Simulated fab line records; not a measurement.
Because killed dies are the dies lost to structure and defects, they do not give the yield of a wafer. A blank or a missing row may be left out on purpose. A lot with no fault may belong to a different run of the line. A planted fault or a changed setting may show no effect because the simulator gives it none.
Matching of chambers | flow n5-finfet | rie-diel-05 running N5_SD_EPI_N_ETCH_45: 4 sister chambers
The step etches SiOCN in CH3F/O2, target depth 6 nm. 16 wafers are shown with their chamber, then 8 later ones without.

WAFERS PAIRED WITH THEIR CHAMBERS
wafer  | chamber | drypump-motor-current-A (A) | showerhead-plenum-p-Torr (Torr) | throttle-valve-pct (%)
L074.2 | 0       | 4.8                         | 1.91                            | 23.6
L074.3 | 3       | 6.3                         | 2.05                            | 23.3
L074.5 | 1       | 5.3                         | 1.88                            | 23.5
L081.2 | 0       | 4.8                         | 1.91                            | 23.6
L081.3 | 1       | 5.3                         | 1.87                            | 23.5
L081.5 | 0       | 4.8                         | 1.91                            | 23.6
L083.2 | 2       | 5.3                         | 2.01                            | 22.8
L083.4 | 1       | 5.3                         | 1.87                            | 23.5
L083.5 | 2       | 5.3                         | 2.01                            | 22.7
L085.3 | 1       | 5.4                         | 1.87                            | 23.6
L085.4 | 0       | 4.8                         | 1.90                            | 23.6
L085.6 | 3       | 6.3                         | 2.04                            | 23.4
L090.1 | 2       | 5.3                         | 2.00                            | 22.8
L090.2 | 0       | 4.8                         | 1.90                            | 23.6
L090.5 | 2       | 5.3                         | 2.00                            | 22.8
L091.2 | 3       | 6.4                         | 2.04                            | 23.1

SIGNATURES (averages over the wafers above)
reading                  | chamber 0 | chamber 1 | chamber 2 | chamber 3 | scatter within a chamber
drypump-motor-current-A  | 4.800     | 5.325     | 5.300     | 6.333     | 0.0344
showerhead-plenum-p-Torr | 1.9060    | 1.8725    | 2.0050    | 2.0433    | 0.00549
throttle-valve-pct       | 23.600    | 23.525    | 22.775    | 23.267    | 0.0717
Rule: a wafer lies at a distance from a chamber equal to the root of the sum of squares, over the readings, of (its reading less the chamber's mean, divided by the reading's scatter). The wafer belongs to the nearest chamber; if the next one is less than 2 further off, it can't be placed. The scatter: the root of (the sum of the squares of (reading less its chamber's mean) over the shown wafers, divided by (wafers less chambers)).

WAFERS WITHOUT THEIR CHAMBER
wafer  | drypump-motor-current-A (A) | showerhead-plenum-p-Torr (Torr) | throttle-valve-pct (%)
L091.3 | 5.3                         | 1.87                            | 23.6
L091.4 | 5.3                         | 2.00                            | 22.8
L094.1 | 6.3                         | 2.04                            | 23.1
L094.4 | 5.3                         | 2.00                            | 22.8
L094.6 | 6.3                         | 2.04                            | 23.1
L096.1 | 5.3                         | 2.11                            | 23.3
L096.3 | 6.3                         | 2.03                            | 23.1
L096.4 | 4.8                         | 1.90                            | 23.6

CHAMBER TAKEN BY EACH
wafer  | from the rows above | in truth
L091.3 | 1                   | 1
L091.4 | 2                   | 2
L094.1 | 3                   | 3
L094.4 | 2                   | 2
L094.6 | 3                   | 3
L096.1 | 2                   | 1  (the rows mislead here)
L096.3 | 3                   | 3
L096.4 | 0                   | 0
Correct placement for 7 of the 8. Left unplaced by these rows: 0. Placed wrongly: 1.
